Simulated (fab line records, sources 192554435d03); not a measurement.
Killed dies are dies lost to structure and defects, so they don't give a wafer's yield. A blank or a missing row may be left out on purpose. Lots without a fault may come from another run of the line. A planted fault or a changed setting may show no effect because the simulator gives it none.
Chamber matching | flow n5_finfet | N5_FIN_SAQP_HM_DEP_72 on pecvd-02: 3 sister chambers
The step deposits SiO2 from SiH4/N2O, target thk 12 nm, time 7.2 s. 30 wafers are shown with their chamber, then 12 later ones without.

WAFERS WITH THEIR CHAMBER
wafer  | chamber | showerhead_plenum_p_Torr (Torr) | heater_power_w (W)
L077.3 | 2       | 7.98                            | 727
L077.5 | 0       | 7.93                            | 798
L077.6 | 1       | 8.33                            | 716
L078.1 | 1       | 8.32                            | 718
L078.2 | 2       | 8.00                            | 730
L078.3 | 0       | 7.94                            | 773
L078.4 | 0       | 7.93                            | 758
L078.5 | 2       | 7.99                            | 725
L078.6 | 1       | 8.33                            | 713
L080.2 | 2       | 7.99                            | 671
L080.5 | 2       | 7.98                            | 693
L080.6 | 1       | 8.33                            | 680
L082.1 | 2       | 7.98                            | 680
L082.3 | 1       | 8.32                            | 735
L082.5 | 1       | 8.33                            | 746
L084.1 | 2       | 7.97                            | 699
L084.3 | 1       | 8.33                            | 745
L084.6 | 1       | 8.32                            | 747
L087.1 | 0       | 7.95                            | 758
L087.4 | 1       | 8.33                            | 654
L087.5 | 2       | 8.00                            | 648
L090.1 | 0       | 7.93                            | 756
L090.2 | 1       | 8.32                            | 686
L090.3 | 2       | 7.99                            | 733
L091.3 | 1       | 8.34                            | 726
L091.4 | 2       | 7.98                            | 704
L091.6 | 1       | 8.34                            | 747
L093.1 | 0       | 7.93                            | 824
L093.4 | 0       | 7.95                            | 831
L093.6 | 1       | 8.32                            | 625

SIGNATURES (means of the wafers above)
reading                  | chamber 0 | chamber 1 | chamber 2 | scatter within a chamber
showerhead_plenum_p_Torr | 7.9371    | 8.3277    | 7.9860    | 0.00864
heater_power_w           | 785.43    | 710.62    | 701.00    | 34.3
Rule: a wafer's distance from a chamber is the root of the sum, over the readings, of the square of ((its reading less the chamber's mean) divided by the reading's scatter). The wafer belongs to the nearest chamber; if the next one is less than 2 further off, it can't be placed. The scatter: the root of (the sum of the squares of (reading less its chamber's mean) over the shown wafers, divided by (wafers less chambers)).

WAFERS WITHOUT THEIR CHAMBER
wafer  | showerhead_plenum_p_Torr (Torr) | heater_power_w (W)
L095.1 | 8.31                            | 731
L095.2 | 7.99                            | 704
L095.3 | 7.92                            | 862
L095.4 | 7.98                            | 723
L095.5 | 7.93                            | 840
L095.6 | 8.34                            | 751
L096.1 | 8.33                            | 746
L096.2 | 7.98                            | 663
L096.3 | 7.94                            | 822
L096.4 | 7.96                            | 825
L096.5 | 8.33                            | 727
L096.6 | 7.99                            | 651

WHICH CHAMBER EACH WENT THROUGH
wafer  | from the rows above     | in truth
L095.1 | 1                       | 1
L095.2 | 2                       | 2
L095.3 | 0                       | 0
L095.4 | 2                       | 2
L095.5 | 0                       | 0
L095.6 | 1                       | 1
L096.1 | 1                       | 1
L096.2 | 2                       | 2
L096.3 | 0                       | 0
L096.4 | can't be placed: 0 or 2 | 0
L096.5 | 1                       | 1
L096.6 | 2                       | 2
Placed correctly: 11 of 12. Can't be placed from these rows: 1 (the true chamber is among the candidates in 1). Placed wrongly: 0.
